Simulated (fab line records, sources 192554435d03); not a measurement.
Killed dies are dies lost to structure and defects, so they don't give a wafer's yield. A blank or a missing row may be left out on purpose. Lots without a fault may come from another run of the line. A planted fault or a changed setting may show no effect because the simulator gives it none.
Which tool did it? | flow n5_finfet | 11 lots, 33 wafers sampled, at 2 steps of a route of 1938

WHAT THE GAUGES READ, wafer by wafer
N5_BEOL_M14_THK_MEAS_01.
lot  | measured     | on            | M14_ILD_THK (nm)
L698 | day 11 20:16 | film_metro-02 | 1118 1141 1134
L700 | day 11 20:55 | film_metro-02 | 1112 1127 1127
L702 | day 12 06:13 | film_metro-02 | 1132 1127 1144
L701 | day 12 06:27 | film_metro-02 | 1114 1120 1142
L703 | day 12 06:34 | film_metro-02 | 1123 1088 1111
L705 | day 13 08:07 | film_metro-02 | 1117 1122 1127
L708 | day 14 03:13 | film_metro-01 | 1115 1126 1123
L709 | day 14 05:52 | film_metro-01 | 1105 1118 1124
L719 | day 16 02:53 | film_metro-01 | 1102 1111 1133
L717 | day 16 12:30 | film_metro-01 | 1117 1135 1139
L721 | day 16 22:04 | film_metro-02 | 1128 1131 1120

WHICH TOOL RAN EACH LOT (tool, then ch and the chambers of the sampled wafers, then the start)
lot  | N5_BEOL_M14_ILD_DEP_00
L698 | pecvd-03 ch 0,1,2, day 11 20:04
L700 | pecvd-03 ch 0,1, day 11 20:44
L702 | pecvd-01 ch 0,1,2, day 12 06:06
L701 | pecvd-01 ch 0,2, day 12 06:16
L703 | pecvd-02 ch 0,1, day 12 06:23
L705 | pecvd-02 ch 0,2, day 13 07:55
L708 | pecvd-02 ch 1,2, day 14 03:01
L709 | pecvd-02 ch 0,2, day 14 05:40
L719 | pecvd-01 ch 0,1, day 16 02:41
L717 | pecvd-02 ch 1,2, day 16 12:19
L721 | pecvd-01 ch 0,1,2, day 16 21:57
- N5_BEOL_M14_ILD_DEP_00: deposits SiO2 from TEOS/O2, target thk 1119.3 nm, time 237.4 s.

THE ANSWER, worked out from the rows above alone
Rule: what is usual is taken from the lots themselves. Put in order of their means at a reading, lots are off if they are a third of the lots or fewer, leave a main group of 4 or more, and stand apart from it by a gap of 3 or more times the standard deviation of the main group's means; of several such gaps the widest counts. A main group whose means are all the same, to the digits that the tables above print for the reading, isn't used. A lot without any number at a reading at which 4 lots or more have one is off too. The other lots that the step has rows for count as sound.
No lot is off at any reading shown: from this, nothing can be told.

WHAT THE SIMULATOR HAD PUT IN
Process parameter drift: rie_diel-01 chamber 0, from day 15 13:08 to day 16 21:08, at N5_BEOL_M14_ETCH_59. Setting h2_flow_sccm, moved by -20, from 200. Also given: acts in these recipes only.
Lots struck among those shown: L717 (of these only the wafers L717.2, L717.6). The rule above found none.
